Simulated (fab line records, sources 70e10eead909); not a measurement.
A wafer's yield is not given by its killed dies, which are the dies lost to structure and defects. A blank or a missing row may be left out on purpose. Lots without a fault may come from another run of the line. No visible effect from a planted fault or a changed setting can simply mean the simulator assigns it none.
fab line records | flow nand-harc
record: lots: 14 wafers: 42 last-day: 24
route steps=1159 shown P_BONDPAD@365 A_ONON_D1@427 END@1159
lots untouched by any fault: they come from a run of this same line in which no faults occurred
start-h: hours from the record's opening day to when the first of the lot's shown wafers began | wait-h: hours elapsed since this lot's preceding step | " the same as in the row above | L1.1+2: one row covering several wafers at once | - no value, or no start was given | * or withheld: withheld | < > ~ a bound
route shown NAME@n: NAME is a module with steps in the file, n the number in the route of the first one | usual: mean/standard deviation taken from wafers without a fault | same: alike in all rows | chamber/n: place in a boat | sites: the reading at each site | _std_site: how widely they spread, as a standard deviation | _edge_site: inner sites' mean taken away from outer sites' mean | radius-mm: for every site, how far away it sits from the centre of the wafer | mask NAME#n: copy n | behind: tool/chamber where the wafer was last shaped | hold: why the lot was held/for how many hours/how that ended | device: transistor that didn't switch, given as n, p or np | end of line: the same wafers' tests at the end of the route | step lacking rows: just its recipe | killed: at the first sort, the dies lost to defects and structure; wafer yield is something else | map: the dies of a wafer, with x for killed, . for not killed, _ for no die there
set.NAME: the setting as run; set.NAME@STEP: as run at that earlier step | model.NAME: the simulator's own value behind a step, which no gauge read
the route's steps for a sample of lots (tables are steps, rows are wafers)
services: the hour from which a tool's chamber was out of use, counted from the record's first day as start-h (under 0 if before that day), plus the number of hours and why
== steps ==
step: NHARC_P_BONDPAD_OVL_MEAS_38
usual: overlay-x-nm: 1/3.9 overlay-y-nm: 2/4.9
columns lot.wafer tool chamber start-h wait-h overlay-x-nm overlay-y-nm
L226.4 overlay-02 - 129.01 - -2 11
L226.5 " - " " -2 11
L226.6 " - " " -2 11
L228.1 overlay-02 - 147.05 - 1 0
L228.3 " - " " 1 0
L228.4 " - " " 2 1
L229.1 overlay-01 - 147.82 - 3 2
L229.2 " - " " 3 2
L229.6 " - " " 3 2
L231.2 overlay-01 - 150.47 - 7 2
L231.5 " - " " 7 2
L231.6 " - " " 7 3
L230.1 overlay-02 - 157.78 - 0 1
L230.2 " - " " -1 1
L230.5 " - " " 0 1
L237.1 overlay-02 - 194.65 - -5 7
L237.3 " - " " -4 7
L237.6 " - " " -4 7
L236.1 overlay-01 - 195.30 - 3 -1
L236.2 " - " " 2 -2
L236.3 " - " " 3 -2
L239.1 overlay-01 - 211.00 - 2 -4
L239.5 " - " " 1 -5
L239.6 " - " " 1 -4
L241.1 overlay-01 - 226.69 - -2 -6
L241.2 " - " " -1 -7
L241.4 " - " " -2 -6
L240.1 overlay-02 - 227.46 - 3 5
L240.4 " - " " 3 5
L240.6 " - " " 3 5
L244.2 overlay-02 - 233.81 - -1 -8
L244.3 " - " " -1 -8
L244.4 " - " " -1 -8
L243.3 overlay-02 - 235.54 - -4 9
L243.4 " - " " -4 9
L243.6 " - " " -4 9
L247.1 overlay-01 - 253.68 - 6 3
L247.3 " - " " 6 4
L247.4 " - " " 6 4
L249.2 overlay-02 - 260.80 - -2 10
L249.4 " - " " -2 9
L249.5 " - " " -2 9
step: NHARC_P_BONDPAD_ANNEAL_28
recipe: temp-c: 225 time-s: 90
usual: wafer_temp_C_max: 226.16/0.28
columns lot.wafer tool chamber start-h wait-h wafer_temp_C_max
L226.4 rtp-anneal-01 0 130.99 0.4 225.98
L226.5 " 0 " " 225.77
L226.6 " 0 " " 225.96
L228.1 rtp-anneal-02 0 148.91 0.3 225.56
L228.3 " 0 " " 225.96
L228.4 " 0 " " 226.06
L229.1 rtp-anneal-02 0 149.73 0.4 226.26
L229.2 " 0 " " 225.93
L229.6 " 0 " " 226.11
L231.2 rtp-anneal-02 0 152.33 0.4 226.08
L231.5 " 0 " " 226.26
L231.6 " 0 " " 226.43
L230.1 rtp-anneal-02 0 159.64 - 226.00
L230.2 " 0 " " 225.90
L230.5 " 0 " " 225.95
L237.1 rtp-anneal-02 0 196.45 0.3 226.43
L237.3 " 0 " " 226.22
L237.6 " 0 " " 226.38
L236.1 rtp-anneal-01 0 197.11 0.3 226.05
L236.2 " 0 " " 226.06
L236.3 " 0 " " 225.96
L239.1 rtp-anneal-01 0 212.94 0.3 225.90
L239.5 " 0 " " 226.63
L239.6 " 0 " " 226.05
L241.1 rtp-anneal-01 0 228.52 - 226.07
L241.2 " 0 " " 225.89
L241.4 " 0 " " 225.86
L240.1 rtp-anneal-02 0 229.46 0.5 226.63
L240.4 " 0 " " 226.55
L240.6 " 0 " " 226.82
L244.2 rtp-anneal-01 0 235.68 0.3 226.06
L244.3 " 0 " " 226.07
L244.4 " 0 " " 225.95
L243.3 rtp-anneal-02 0 237.48 - 226.88
L243.4 " 0 " " 225.77
L243.6 " 0 " " 226.72
L247.1 rtp-anneal-02 0 256.18 0.3 226.36
L247.3 " 0 " " 226.08
L247.4 " 0 " " 226.44
L249.2 rtp-anneal-01 0 262.65 0.3 226.34
L249.4 " 0 " " 226.34
L249.5 " 0 " " 226.07
step: NHARC_A_ONON_D1_THK_MEAS_05
recipe: thk-meas-gauge: ellipsometry
usual: thk-nm: 1002/7.2
columns lot.wafer tool chamber start-h wait-h thk-nm
L226.4 film-metro-01 - 156.60 - 995
L226.5 " - " " 995
L226.6 " - " " 993
L228.1 film-metro-02 - 171.16 - 985
L228.3 " - " " 984
L228.4 " - " " 986
L229.1 film-metro-01 - 175.85 - 1008
L229.2 " - " " 1008
L229.6 " - " " 1007
L231.2 film-metro-02 - 175.85 - 1005
L231.5 " - " " 1005
L231.6 " - " " 1004
L230.1 film-metro-02 - 185.93 - 1003
L230.2 " - " " 1002
L230.5 " - " " 1002
L236.1 film-metro-01 - 222.47 - 1009
L236.2 " - " " 1010
L236.3 " - " " 1009
L237.1 film-metro-02 - 222.60 - 996
L237.3 " - " " 994
L237.6 " - " " 996
L239.1 film-metro-01 - 238.96 - 1001
L239.5 " - " " 1001
L239.6 " - " " 1002
L243.3 film-metro-01 - 258.93 - 1003
L243.4 " - " " 1004
L243.6 " - " " 1004
L244.2 film-metro-01 - 259.07 - 1002
L244.3 " - " " 1003
L244.4 " - " " 1002
L240.1 film-metro-02 - 259.08 - 1011
L240.4 " - " " 1010
L240.6 " - " " 1010
L241.1 film-metro-01 - 259.28 - 996
L241.2 " - " " 994
L241.4 " - " " 995
L247.1 film-metro-02 - 281.10 - 1007
L247.3 " - " " 1004
L247.4 " - " " 1007
L249.2 film-metro-01 - 287.99 - 1005
L249.4 " - " " 1003
L249.5 " - " " 1005
step: NHARC_A_ONON_D1_DEP_12
recipe: target-thk-a: 10000 n2-flow-sccm: 2750 n2o-flow-sccm: 2000 nh3-flow-sccm: 500 sih4-flow-sccm: 210 temp-c: 400
usual: nh3-flow-sccm: 499.9/1.6 sih4-flow-sccm: 210.1/0.6
columns lot.wafer tool chamber start-h wait-h nh3-flow-sccm sih4-flow-sccm
L226.4 pecvd-onon-04 0 157.97 0.2 501.0 209.4
L226.5 " 0 " " 499.6 209.4
L226.6 " 0 " " 499.4 208.8
L228.1 pecvd-onon-04 0 172.36 0.1 500.2 211.2
L228.3 " 0 " " 499.4 209.8
L228.4 " 0 " " 499.1 210.0
L229.1 pecvd-onon-03 0 177.04 0.1 499.9 210.9
L229.2 " 0 " " 498.7 211.4
L229.6 " 0 " " 499.9 210.6
L231.2 pecvd-onon-04 0 177.11 0.1 501.3 210.9
L231.5 " 0 " " 499.0 210.1
L231.6 " 0 " " 501.5 210.6
L230.1 pecvd-onon-03 0 187.13 0.1 498.9 209.8
L230.2 " 0 " " 500.6 209.8
L230.5 " 0 " " 498.9 210.6
L236.1 pecvd-onon-02 0 223.65 0.1 500.3 209.8
L236.2 " 0 " " 500.0 209.7
L236.3 " 0 " " 499.2 209.8
L237.1 pecvd-onon-03 0 223.79 0.1 499.3 209.6
L237.3 " 0 " " 500.5 210.3
L237.6 " 0 " " 500.5 209.8
L239.1 pecvd-onon-03 0 240.15 0.1 502.5 210.0
L239.5 " 0 " " 502.8 210.6
L239.6 " 0 " " 504.0 210.0
L243.3 pecvd-onon-03 0 260.31 0.2 500.2 209.5
L243.4 " 0 " " 500.3 210.1
L243.6 " 0 " " 499.6 210.2
L244.2 pecvd-onon-02 0 260.38 0.2 502.6 209.0
L244.3 " 0 " " 500.9 209.6
L244.4 " 0 " " 498.4 208.8
L240.1 pecvd-onon-04 0 260.41 0.1 500.7 210.4
L240.4 " 0 " " 499.6 210.1
L240.6 " 0 " " 500.3 209.9
L241.1 pecvd-onon-03 0 260.54 0.1 501.8 210.4
L241.2 " 0 " " 503.3 210.9
L241.4 " 0 " " 501.9 210.8
L247.1 pecvd-onon-04 0 282.29 0.1 501.0 210.8
L247.3 " 0 " " 499.7 210.3
L247.4 " 0 " " 499.6 210.5
L249.2 pecvd-onon-03 0 289.24 0.1 499.7 210.5
L249.4 " 0 " " 499.8 209.8
L249.5 " 0 " " 498.8 210.2
step: NHARC_A_ONON_D1_THK_MEAS_14
recipe: thk-meas-gauge: ellipsometry
usual: thk-nm: 1002/7.9
columns lot.wafer tool chamber start-h wait-h hold thk-nm
L226.4 film-metro-02 - 158.31 - - 1011
L226.5 " - " " - 1013
L226.6 " - " " - 1013
L228.1 film-metro-02 - 172.87 - - 990
L228.3 " - " " - 989
L228.4 " - " " - 991
L229.1 film-metro-02 - 177.56 - - 998
L229.2 " - " " - 996
L229.6 " - " " - 996
L231.2 film-metro-01 - 177.56 - - 997
L231.5 " - " " - 997
L231.6 " - " " - 997
L230.1 film-metro-01 - 187.63 - - 1000
L230.2 " - " " - 995
L230.5 " - " " - 997
L236.1 film-metro-01 - 224.16 - - 1009
L236.2 " - " " - 1010
L236.3 " - " " - 1010
L237.1 film-metro-02 - 224.30 - - 993
L237.3 " - " " - 992
L237.6 " - " " - 994
L239.1 film-metro-02 - 240.67 - - 1005
L239.5 " - " " - 1006
L239.6 " - " " - 1008
L243.3 film-metro-02 - 260.70 - await-dispo/0.2h/release 1529
L243.4 " - " " await-dispo/0.2h/release 1530
L243.6 " - " " await-dispo/0.2h/release 1529
L243.3 film-metro-02 - 260.87 0.2 - 1533
L243.4 " - " " - 1532
L243.6 " - " " - 1531
L244.2 film-metro-01 - 260.84 - - 1010
L244.3 " - " " - 1010
L244.4 " - " " - 1009
L240.1 film-metro-02 - 260.92 - - 1016
L240.4 " - " " - 1016
L240.6 " - " " - 1016
L241.1 film-metro-01 - 261.06 - await-dispo/0.2h/release 1532
L241.2 " - " " await-dispo/0.2h/release 1532
L241.4 " - " " await-dispo/0.2h/release 1534
L241.1 film-metro-01 - 261.23 0.2 - 1532
L241.2 " - " " - 1532
L241.4 " - " " - 1533
L247.1 film-metro-01 - 282.80 - - 990
L247.3 " - " " - 993
L247.4 " - " " - 992
L249.2 film-metro-01 - 289.70 - await-dispo/0.2h/release 1529
L249.4 " - " " await-dispo/0.2h/release 1531
L249.5 " - " " await-dispo/0.2h/release 1532
L249.2 film-metro-01 - 289.87 0.2 - 1530
L249.4 " - " " - 1530
L249.5 " - " " - 1530
step: NHARC_END_SORT_01
recipe: temp-c: 25
usual: defect-limited-yield: 95.5/1.6 killed-at-array: 27/11 killed-at-other: 0.8/1.1 killed-at-periphery: 2.8/1.9 killed-dies: 30/11 killed-open: 3.3/1.8 killed-short: 2.3/1.5 sort_bin_2_pct: 1.4/0.68 sort_bin_3_pct: 0.27/0.22 sort_bin_4_pct: 2.8/0.99 sort-n-pass: 647/11 sort-rim-yield-pct: 94.3/2.9 sort-yield-pct: 95.5/1.6
same: gross-dies: 677 sort_bin_5_pct[%]: 0 sort_bin_6_pct[%]: 0 sort_bin_7_pct[%]: 0 sort_bin_8_pct[%]: 0 sort-rim-n-gross: 106.00
columns lot.wafer tool chamber start-h wait-h defect-limited-yield[%] killed-at-array killed-at-other killed-at-periphery killed-dies killed-open killed-short sort_bin_2_pct[%] sort_bin_3_pct[%] sort_bin_4_pct[%] sort-n-pass sort-rim-yield-pct[%] sort-yield-pct[%]
L231.2 prober-02 0 453.94 2.8 97.2 16 0 3 19 1 1 0.6 0.30 1.9 658 95.3 97.2
L231.5 prober-02 0 456.33 3.7 97.3 15 1 2 18 5 0 0.3 0.15 2.2 659 94.3 97.3
L231.6 prober-02 0 457.13 4.0 96.8 21 1 0 22 2 1 1.0 0 2.2 655 94.3 96.8
killed by level:class
L231.2 A_SLIT:chamber-film-flake=9 A_CHANNEL_HOLE_D1:chamber-film-flake=3 P_GATE:chamber-film-flake=2 A_CHANNEL_FILL_D1:geometric-particle:open=1 A_SGD_CUT:geometric-particle:short=1 P_STI:chamber-film-flake=1 A_STAIRCASE:chamber-film-flake=1 A_WL_FILL:chamber-film-flake=1
L231.5 A_SLIT:chamber-film-flake=8 P_CONTACT:geometric-particle:open=1 A_SOURCE_PLATE:geometric-particle:open=1 A_CONTACT:geometric-particle:open=1 A_M0:geometric-particle:open=1 A_M1:geometric-particle:open=1 P_STI:chamber-film-flake=1 A_CHANNEL_HOLE_D1:chamber-film-flake=1
L231.6 A_SLIT:chamber-film-flake=10 A_STAIRCASE:chamber-film-flake=4 A_CHANNEL_HOLE_D1:chamber-film-flake=2 A_SOURCE_PLATE:geometric-particle:short=1 A_CONTACT:geometric-particle:open=1 A_BLC:geometric-particle:open=1 A_WL_FILL:chamber-film-flake=1 A_CONTACT:chamber-film-flake=1
== services ==
columns tool chamber start-h hours kind
pecvd-onon-02 - 111.00 13.0 pm
pecvd-onon-03 - 153.12 13.0 pm
pecvd-onon-04 - 237.34 13.0 pm
== key ==
first-sign: step: NHARC_A_ONON_D1_THK_MEAS_14 reading: visit direction: added
effect: step: NHARC_A_ONON_D1_THK_MEAS_14 reading: thk-nm direction: up sigmas: 67 usual: 1002 struck: 1531
met-at NHARC_A_ONON_D1_DEP_12
struck-lots L241,L243,L249
scrapped-behind NHARC_A_ONON_D1_THK_MEAS_14 L241.1,L241.2,L241.4,L243.3,L243.4,L243.6,L249.2,L249.4,L249.5
not-acting-at NHARC_P_BONDPAD_OVL_MEAS_38,NHARC_P_BONDPAD_ANNEAL_28,NHARC_A_ONON_D1_THK_MEAS_05
fault: kind: process-parameter-drift tool: pecvd-onon-03 chamber: - onset-h: 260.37 steps: NHARC_A_ONON_D1_DEP_12 channel: target-thk-a offset: * shape: step end-h: 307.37 acts-in: * stated: *
